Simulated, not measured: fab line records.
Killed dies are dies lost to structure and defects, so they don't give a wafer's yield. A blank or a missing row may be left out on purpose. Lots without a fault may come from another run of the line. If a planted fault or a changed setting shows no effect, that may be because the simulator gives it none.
Struck lot and sound lot, side by side	flow nandHarc	18 steps out of a route of 1302
Sound: these wafers, L126.2, L126.4, L126.6. Wafers L133.2, L133.3, L133.5 were the ones struck. The cause is given at the end.
Order at every step that has rows: each side's tool, ch and its chambers, its first start. Under that, the readings that differ: sound wafers	struck wafers	difference of the means	sigmas: that difference in standard deviations of wafers without a fault.
alike: same words and numbers on both sides, and readings whose means sit less than 2 such deviations apart. not compared: any withheld reading, any reading some wafer has no value for, any bound like >300 that may hide the same value, and any number with overlapping values for which the record gives no deviation.
Wherever a step has rows on one side only, a row that says differs or no value, or a row with sigmas, the two part there. Numbers that don't overlap but have no deviation are shown without sigmas and don't part them. A reading that every wafer of one side lacks parts them only if that side has two wafers or more.

NHARC_P_M2_PRE_CLEAN_32: time 12 s.
  sound on pecvd-02 ch 0,1,2, day 9 03:23; struck on pecvd-03 ch 0,1, day 12 11:14
  alike: heaterPowerW, rfFwdPowerW
NHARC_P_M2_DEP_33: deposits SiCN, target thk 30 nm.
  sound on pecvd-02 ch 0,1,2, day 9 03:30; struck on pecvd-03 ch 0,1, day 12 11:19
  alike: heaterPowerW, rfFwdPowerW
NHARC_P_BONDPAD_DEP_00: deposits SiCN, target thk 250 nm.
  sound on pecvd-02 ch 1,2; struck on pecvd-03 ch 1,2
  alike: heaterPowerW, rfFwdPowerW
NHARC_P_BONDPAD_CMP_32: polishes SiCN, target thk 200 nm.
  sound on cmp-03 ch 1,2,3, day 9 04:27; struck on cmp-04 ch 0,1, day 12 12:08
  alike: motorCurrentA
NHARC_P_BONDPAD_THK_MEAS_33: measures by ellipsometry.
  sound on filmMetro-01, day 9 04:39; struck on filmMetro-02, day 12 12:22
  alike: thkNm
then, 7 steps without rows for these wafers: NHARC_P_BONDPAD_SRD_34; NHARC_P_BONDPAD_DEHYDRATE_01 (time 120 s); NHARC_P_BONDPAD_HMDS_02 (time 30 s); NHARC_P_BONDPAD_COAT_36 (time 65 s); NHARC_P_BONDPAD_COAT_03 (resist thk 600 nm); NHARC_P_BONDPAD_SOFTBAKE_04 (time 70 s); NHARC_P_BONDPAD_EBR_05.
NHARC_P_BONDPAD_EXPOSE_06: exposes mask P BPAD.
  sound on krfScanner-03 ch 0, day 9 05:04; struck on krfScanner-03 ch 0, day 12 12:47
reading	sound	struck	difference	sigmas
exposureDoseMJCm2	37.04 37.10 37.01	21.97 21.99 22.01	-15.06	-99 or more
  alike: mask
then, 2 steps without rows for these wafers: NHARC_P_BONDPAD_PEB_07 (peb time 80 s); NHARC_P_BONDPAD_DEVELOP_08 (time 50 s).
NHARC_P_BONDPAD_CD_MEAS_09: target cd 500 nm.
  sound on cdSem-01 ch 0, day 9 05:13; struck on cdSem-03 ch 0, day 12 12:55
reading	sound	struck	difference	sigmas
cdNm (nm)	501.0 498.0 495.8	483.3 485.4 483.5	-14.2	-7
NHARC_P_BONDPAD_OVL_MEAS_38:
  sound on overlay-02, day 9 05:18; struck on overlay-01, day 12 13:01
  alike: overlayXNm, overlayYNm
NHARC_END_SORT_01:
  the record has rows for the sound wafers here (prober-01 ch 0, day 27 22:46) and none for the struck ones

== WHERE THEY PART ==
Last at NHARC_END_SORT_01 as far as this record goes, first at NHARC_P_BONDPAD_EXPOSE_06.

WHY: what the simulator had put in
Drift in process parameters on krfScanner-03 at NHARC_P_BONDPAD_EXPOSE_06, starting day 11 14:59. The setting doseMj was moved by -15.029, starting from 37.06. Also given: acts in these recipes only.
